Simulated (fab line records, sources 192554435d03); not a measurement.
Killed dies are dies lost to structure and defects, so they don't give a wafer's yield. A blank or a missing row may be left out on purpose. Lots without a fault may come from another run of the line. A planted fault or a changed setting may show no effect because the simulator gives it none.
fab line records | flow n5_finfet
record lots=11 wafers=33 last_day=20
route steps=1938 shown HKMG_FIN@438 PASS1_CAP@1874 PASSIVATION@1905
lots that met no fault: from a run of the same line without faults
start_h: hours from the record's first day to the start of the lot's first wafer shown | wait_h: hours since the lot's step before | " the same as in the row above | L1.1+2: a row that stands for several wafers | - no value, or no start given | * or withheld: withheld | < > ~ a bound
route shown NAME@n: a module of which the file shows steps, and the number in the route of the first | usual: mean/standard deviation of fault-free wafers | same: alike in all rows | chamber/n: place in a boat | sites: the reading at each site | _std_site: their standard deviation | _edge_site: outer sites' mean less inner sites' | radius_mm: how far each site lies from the wafer's centre | mask NAME#n: copy n | behind: the tool/chamber that last shaped the wafer | hold: why the lot was held/for how many hours/how that ended | device: the transistor (n, p or np) that didn't switch | end of line: the same wafers' tests at the end of the route | a step without rows: its recipe alone | killed: dies lost to structure and defects at the first sort, not the wafer's yield | map: a wafer's dies, x killed, . not, _ none there
set.NAME: the setting as run; set.NAME@STEP: as run at that earlier step | model.NAME: the simulator's own value behind a step, which no gauge read
steps of the route over a sample of lots; a table a step, a row a wafer
services: from which hour (start_h, from the record's first day; less than 0 if before it) a tool's chamber was out of use, for how many hours, and why
## steps
# step N5_HKMG_FIN_ETCH_35
# recipe chemistry=N2/H2 target=SOC target_depth_a=2158 ion_energy_ev=65 bias_w=5 source_w=3000 time_s=243.4 pressure_mtorr=30 n2_flow_sccm=200 h2_flow_sccm=200
# usual drypump_motor_current_A=5.8/0.38 oes_product_au=0.80/0.059 rf_vpp_V=141.8/0.96 showerhead_plenum_p_Torr=2.57/0.068 throttle_valve_pct=17.87/0.21
# columns lot.wafer tool chamber start_h wait_h drypump_motor_current_A oes_product_au rf_hours_counter_h rf_vpp_V showerhead_plenum_p_Torr throttle_valve_pct
L413.2 rie_diel-01 0 85.10 0.0 5.7 0.87 40 142.0 2.70 17.87
L413.3 " 2 " " 6.2 0.91 31 140.9 2.49 17.85
L413.4 " 1 " " 5.8 0.86 55 141.9 2.59 17.76
L415.1 rie_diel-04 2 94.23 0.0 5.5 0.73 172 141.7 2.64 18.37
L415.2 " 1 " " 5.3 0.84 64 142.4 2.57 17.42
L415.5 " 2 " " 5.5 0.74 - 140.8 2.64 18.36
L418.3 rie_diel-01 1 110.95 0.0 5.8 0.86 64 140.9 2.58 17.76
L418.5 " 3 " " 5.6 0.79 - 141.8 2.55 17.94
L418.6 " 2 " " 6.2 0.88 - 138.9 2.48 17.86
L420.1 rie_diel-04 3 125.23 0.0 6.5 0.76 166 141.6 2.64 17.56
L420.3 " 1 " " 5.3 0.81 73 141.6 2.57 17.44
L420.4 " 1 " " 5.3 0.82 - 141.7 2.57 17.42
L421.1 rie_diel-01 0 130.57 0.0 5.7 0.85 56 142.9 2.69 17.89
L421.4 " 1 " " 5.7 0.85 72 142.4 2.58 17.78
L421.6 " 0 " " 5.8 0.85 - 142.4 2.69 17.90
L422.1 rie_diel-04 1 134.69 0.0 5.3 0.82 77 143.3 2.57 17.42
L422.2 " 2 " " 5.4 0.71 186 141.9 2.63 18.41
L422.4 " 2 " " 5.4 0.72 - 141.2 2.63 18.41
L423.2 rie_diel-06 3 141.66 0.0 5.9 0.77 135 141.5 2.54 17.77
L423.3 " 1 " " 5.7 0.87 59 141.9 2.58 17.84
L423.6 " 0 " " 5.9 0.75 - 141.5 2.52 18.08
L424.1 rie_diel-01 0 151.73 0.0 5.8 0.84 64 142.8 2.69 17.92
L424.4 " 2 " " 6.2 0.86 56 140.9 2.48 17.88
L424.6 " 2 " " 6.2 0.85 - 139.9 2.48 17.88
L427.2 rie_diel-01 2 168.87 0.0 6.3 0.85 62 140.8 2.47 17.89
L427.4 " 1 " " 5.8 0.83 86 142.7 2.57 17.81
L427.5 " 2 " " 6.2 0.86 - 141.8 2.47 17.91
L430.1 rie_diel-01 1 199.22 0.0 5.8 0.83 90 141.1 2.57 17.82
L430.2 " 2 " " 6.2 0.85 68 140.7 2.47 17.92
L430.5 " 2 " " 6.2 0.85 - 142.6 2.47 17.94
L432.1 rie_diel-01 0 244.37 0.0 5.8 0.82 84 143.6 2.68 17.94
L432.4 " 3 " " 5.6 0.75 151 141.5 2.54 18.01
L432.5 " 1 " " 5.8 0.81 - 140.8 2.57 17.83
# step N5_PASSIVATION_PECVD_01
# recipe material=SiNx target_thk_a=2000 temp_c=400 precursor=SiH4/NH3/N2 pressure_torr=4.9 rf_w=1406 time_s=43.2
# usual heater_power_w=371/100 showerhead_plenum_p_Torr=8.65/0.096 throttle_valve_pct=28.8/1.3
# columns lot.wafer tool chamber start_h wait_h heater_power_w showerhead_plenum_p_Torr throttle_valve_pct
L413.2 pecvd-03 1 326.84 0.0 429 8.57 30.1
L413.3 " 0 " " 494 8.71 30.1
L413.4 " 1 " " 436 8.58 29.9
L415.1 pecvd-01 1 329.66 0.0 212 8.51 28.6
L415.2 " 2 " " 563 8.60 29.4
L415.5 " 2 " " 574 8.59 29.5
L420.1 pecvd-01 2 351.18 0.0 470 8.59 29.6
L420.3 " 1 " " 288 8.52 28.6
L420.4 " 1 " " 294 8.54 28.7
L418.3 pecvd-02 2 356.93 0.0 321 8.62 27.2
L418.5 " 1 " " 332 8.67 28.6
L418.6 " 0 " " 212 8.84 28.7
L422.1 pecvd-03 0 360.71 0.0 435 8.72 30.2
L422.2 " 2 " " 400 8.57 26.5
L422.4 " 2 " " 410 8.60 26.6
L421.1 pecvd-02 0 362.06 0.0 272 8.85 28.7
L421.4 " 0 " " 147 8.86 28.7
L421.6 " 2 " " 279 8.60 27.2
L423.2 pecvd-03 2 375.96 0.0 418 8.60 26.5
L423.3 " 0 " " 382 8.70 30.2
L423.6 " 0 " " 399 8.70 30.0
L424.1 pecvd-01 2 382.43 0.0 559 8.59 29.7
L424.4 " 0 " " 371 8.66 30.9
L424.6 " 2 " " 574 8.57 30.1
L427.2 pecvd-03 0 408.35 0.0 383 8.71 30.3
L427.4 " 1 " " 470 8.57 29.9
L427.5 " 0 " " 408 8.70 30.3
L430.1 pecvd-03 2 426.57 0.0 350 8.62 26.8
L430.2 " 1 " " 485 8.57 30.1
L430.5 " 2 " " 367 8.60 26.7
L432.1 pecvd-03 0 471.72 0.0 478 8.70 30.5
L432.4 " 0 " " 479 8.69 30.4
L432.5 " 1 " " 376 8.58 30.0
# step N5_PASSIVATION_CD_MEAS_30
# recipe target_cd_nm=4000 landing_energy_ev=500 detector=se_inlens polarity=opening
# usual cd_nm=3999.8/1.5
# columns lot.wafer tool chamber start_h wait_h cd_nm
L413.2 cd_sem-02 0 332.42 - 3998.6
L413.3 " 0 " " 4000.2
L413.4 " 0 " " 3998.0
L415.1 cd_sem-01 0 335.60 - 4000.6
L415.2 " 0 " " 3998.8
L415.5 " 0 " " 4000.0
L420.1 cd_sem-02 0 355.88 - 3997.1
L420.3 " 0 " " 3997.3
L420.4 " 0 " " 3998.4
L418.3 cd_sem-03 0 359.09 - 3999.5
L418.5 " 0 " " 3998.6
L418.6 " 0 " " 3998.1
L422.1 cd_sem-02 0 364.27 - 3999.7
L422.2 " 0 " " 3999.2
L422.4 " 0 " " 3998.7
L421.1 cd_sem-01 0 364.65 - 4000.7
L421.4 " 0 " " 3999.3
L421.6 " 0 " " 4000.5
L423.2 cd_sem-02 0 380.07 - 3999.7
L423.3 " 0 " " 3998.5
L423.6 " 0 " " 4001.3
L424.1 cd_sem-03 0 386.74 - 3999.0
L424.4 " 0 " " 3999.4
L424.6 " 0 " " 4000.8
L427.2 cd_sem-01 0 411.79 - 3999.8
L427.4 " 0 " " 3999.6
L427.5 " 0 " " 3999.8
L430.1 cd_sem-01 0 430.48 - 4000.5
L430.2 " 0 " " 4002.3
L430.5 " 0 " " 3999.3
L432.1 cd_sem-03 0 473.76 - 3998.2
L432.4 " 0 " " 3997.8
L432.5 " 0 " " 4000.0
# step N5_PASSIVATION_ETCH_54
# recipe chemistry=CHF3/O2 target=SiO2 target_depth_a=8800 CHF3_flow_sccm=50 O2_flow_sccm=5 Ar_flow_sccm=200 time_s=440 mask_material=PR pressure_mtorr=30 source_w=650 bias_w=170 ion_energy_ev=200
# usual drypump_motor_current_A=5.8/0.42 oes_product_au=0.77/0.074 rf_vpp_V=525/6.4 showerhead_plenum_p_Torr=2.43/0.057 throttle_valve_pct=18.83/0.2
# columns lot.wafer tool chamber start_h wait_h drypump_motor_current_A oes_product_au rf_hours_counter_h rf_vpp_V showerhead_plenum_p_Torr throttle_valve_pct
L413.2 rie_diel-06 1 334.57 0.1 5.7 0.79 111 534 2.42 18.89
L413.3 " 3 " " 5.9 0.72 191 521 2.40 18.85
L413.4 " 2 " " 5.1 0.70 223 530 2.48 18.75
L415.1 rie_diel-04 0 338.50 0.1 6.4 0.83 66 522 2.54 18.74
L415.2 " 3 " " 6.5 0.72 229 533 2.48 18.68
L415.5 " 3 " " 6.5 0.72 - 533 2.48 18.68
L420.1 rie_diel-06 0 358.09 0.1 6.0 0.70 243 513 2.36 19.06
L420.3 " 1 " " 5.8 0.78 119 533 2.42 18.90
L420.4 " 3 " " 5.9 0.71 201 519 2.39 18.87
L418.3 rie_diel-04 1 361.91 0.1 5.3 0.75 161 515 2.39 18.57
L418.5 " 1 " " 5.3 0.74 - 517 2.39 18.60
L418.6 " 0 " " 6.4 0.83 - 524 2.53 18.76
L422.1 rie_diel-06 3 366.66 0.1 5.9 0.71 204 521 2.39 18.87
L422.2 " 2 " " 5.1 0.69 236 529 2.48 18.79
L422.4 " 0 " " 5.9 0.70 247 512 2.36 19.09
L421.1 rie_diel-04 0 366.77 0.1 6.4 0.83 75 521 2.53 18.75
L421.4 " 1 " " 5.3 0.74 162 516 2.39 18.57
L421.6 " 0 " " 6.4 0.83 - 523 2.53 18.76
L423.2 rie_diel-04 1 382.35 0.1 5.3 0.74 166 516 2.39 18.59
L423.3 " 0 " " 6.4 0.82 80 522 2.53 18.76
L423.6 " 0 " " 6.4 0.82 - 521 2.53 18.76
L424.1 rie_diel-04 2 389.70 0.1 5.4 0.91 17 528 2.45 18.95
L424.4 " 3 " " 6.5 0.71 246 533 2.47 18.71
L424.6 " 0 " " 6.4 0.82 - 522 2.53 18.78
L427.2 rie_diel-01 3 417.49 0.1 5.5 0.71 218 528 2.40 19.12
L427.4 " 0 " " 5.7 0.77 - 531 2.50 18.92
L427.5 " 3 " " 5.6 0.71 - 527 2.40 19.13
L430.1 rie_diel-04 2 433.30 0.1 5.5 0.88 34 527 2.44 18.98
L430.2 " 1 " " 5.3 0.72 185 514 2.38 18.64
L430.5 " 2 " " 5.4 0.88 - 529 2.44 18.98
L432.1 rie_diel-04 3 475.85 0.1 6.5 0.90 21 532 2.46 18.35
L432.4 " 0 " " 6.4 0.79 106 521 2.52 18.83
L432.5 " 3 " " 6.5 0.91 - 530 2.46 18.34
# step N5_PASSIVATION_PROBE_49
# usual defect_limited_yield=91.2/1.3 killed_at_M0_to_M3=34/9.2 killed_at_M4_up=14/5 killed_at_contacts=13/6.7 killed_at_front_end=39/12 killed_at_other=4/3.3 killed_dies=104/15 killed_open=68/12 killed_short=34/7.5 sort_bin_5_function=5.2/0.87 sort_bin_6_memory=3.3/0.63 sort_n_pass=1076/15 sort_yield_pct=91.2/1.3
# same gross_dies=1180 killed_at_back_side=0 sort_bin_4_leakage[%]=0 sort_bin_8_speed[%]=0
# columns lot.wafer tool chamber start_h wait_h defect_limited_yield[%] killed_at_M0_to_M3 killed_at_M4_up killed_at_contacts killed_at_front_end killed_at_other killed_dies killed_open killed_short sort_bin_5_function[%] sort_bin_6_memory[%] sort_n_pass sort_yield_pct[%]
L430.1 prober-02 - 438.03 0.5 81.8 25 8 7 172 3 215 48 40 11.4 4.3 965 81.8
L430.2 prober-02 - 438.08 0.5 90.6 34 16 8 46 7 111 74 31 5.6 3.5 1069 90.6
L430.5 prober-02 - 438.23 0.7 91.7 23 15 12 36 12 98 58 36 5.5 2.4 1082 91.7
L432.1 prober-02 - 478.68 0.0 92.2 31 12 12 35 2 92 65 26 4.8 2.7 1088 92.2
L432.4 prober-02 - 478.83 0.2 89.9 38 21 16 37 7 119 76 38 6.3 3.1 1061 89.9
L432.5 prober-02 - 478.88 0.2 83.1 30 7 11 150 1 199 59 30 11.0 3.5 981 83.1
# killed by level:class
L430.1 HKMG_FIN:unspecified=123 FIN_SAQP:geometric_particle:short=17 FIN_SAQP:geometric_particle:open=10 BEOL_M2:geometric_particle:open=9 DUMMY_GATE:geometric_particle:open=7 MOL_CONTACT_COAG:geometric_particle:open=6 BEOL_M2:geometric_particle:short=3 BEOL_M3:geometric_particle:open=3
L430.2 FIN_SAQP:geometric_particle:open=12 FIN_SAQP:geometric_particle:short=11 BEOL_M2:geometric_particle:open=9 MOL_CONTACT_COAG:geometric_particle:open=7 BEOL_M0:geometric_particle:open=7 STI_FIN_REVEAL:geometric_particle:open=6 DUMMY_GATE:geometric_particle:open=5 BEOL_M5:geometric_particle:open=5
L430.5 FIN_SAQP:geometric_particle:short=14 MOL_CONTACT_COAG:geometric_particle:open=11 FIN_SAQP:geometric_particle:open=10 BEOL_M0_SAQP:geometric_particle:short=6 BEOL_M4:geometric_particle:open=5 GATE_CUT:geometric_particle:short=4 BEOL_M3:geometric_particle:open=4 BEOL_M5:geometric_particle:open=3
L432.1 BEOL_M1:geometric_particle:open=13 MOL_CONTACT_COAG:geometric_particle:open=8 DUMMY_GATE:geometric_particle:open=7 STI_FIN_REVEAL:geometric_particle:open=6 BEOL_M0_SAQP:geometric_particle:open=5 BEOL_M2:geometric_particle:open=5 GATE_CUT:geometric_particle:short=4 MOL_CONTACT_COAG:geometric_particle:short=4
L432.4 MOL_CONTACT_COAG:geometric_particle:open=15 BEOL_M0_SAQP:geometric_particle:open=11 STI_FIN_REVEAL:geometric_particle:open=9 BEOL_M0_SAQP:geometric_particle:short=9 BEOL_M5:geometric_particle:open=8 FIN_SAQP:geometric_particle:short=6 BEOL_M1:geometric_particle:open=6 BEOL_M2:geometric_particle:open=6
L432.5 HKMG_FIN:unspecified=108 STI_FIN_REVEAL:geometric_particle:open=13 MOL_CONTACT_COAG:geometric_particle:open=10 BEOL_M0_SAQP:geometric_particle:short=9 BEOL_M0_SAQP:geometric_particle:open=6 FIN_SAQP:geometric_particle:short=5 FIN_SAQP:geometric_particle:open=5 BEOL_M2:geometric_particle:open=5
## services
# columns tool chamber start_h hours kind
pecvd-03 1 80.75 12.3 repair
rie_diel-04 1 106.06 2.9 repair
pecvd-03 1 146.92 6.6 repair
rie_diel-06 - 152.62 0.9 repair
rie_diel-01 0 161.28 4.4 repair
rie_diel-01 1 187.71 6.8 repair
rie_diel-06 1 214.42 9.5 repair
rie_diel-01 - 234.77 2.8 pm
rie_diel-06 3 258.10 3.1 repair
rie_diel-04 3 260.32 20.8 repair
rie_diel-06 1 301.28 8.3 repair
rie_diel-06 - 310.71 2.8 pm
rie_diel-01 0 311.39 14.6 repair
rie_diel-01 1 323.83 2.3 repair
rie_diel-04 0 328.48 9.2 repair
rie_diel-01 1 337.50 9.0 repair
pecvd-03 - 362.37 1.5 repair
rie_diel-01 3 376.33 6.9 repair
rie_diel-06 0 377.94 8.3 repair
pecvd-03 2 387.41 5.1 repair
rie_diel-01 2 397.61 35.8 repair
rie_diel-01 3 424.27 7.3 repair
rie_diel-04 0 429.94 6.2 repair
rie_diel-01 3 475.76 1.9 repair
## key
first_sign step=N5_PASSIVATION_PROBE_49 reading=killed_at_front_end direction=up sigmas=10 usual=39 struck=161
effect step=N5_PASSIVATION_PROBE_49 reading=defect_limited_yield direction=down sigmas=6.7 usual=91.2 struck=82.5
more_kills_born_at N5_HKMG_FIN_ETCH_35@rie_diel-01=231
met_at N5_HKMG_FIN_ETCH_35
struck_lots L430,L432
struck_wafers L430.1,L432.5
not_acting_at N5_PASSIVATION_PECVD_01,N5_PASSIVATION_CD_MEAS_30,N5_PASSIVATION_ETCH_54
onset_between 168.87 199.22
fault kind=chamber_particle_source tool=rie_diel-01 chamber=1 onset_h=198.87 steps=N5_HKMG_FIN_ETCH_35 rate_per_visit_cm2=0.71577
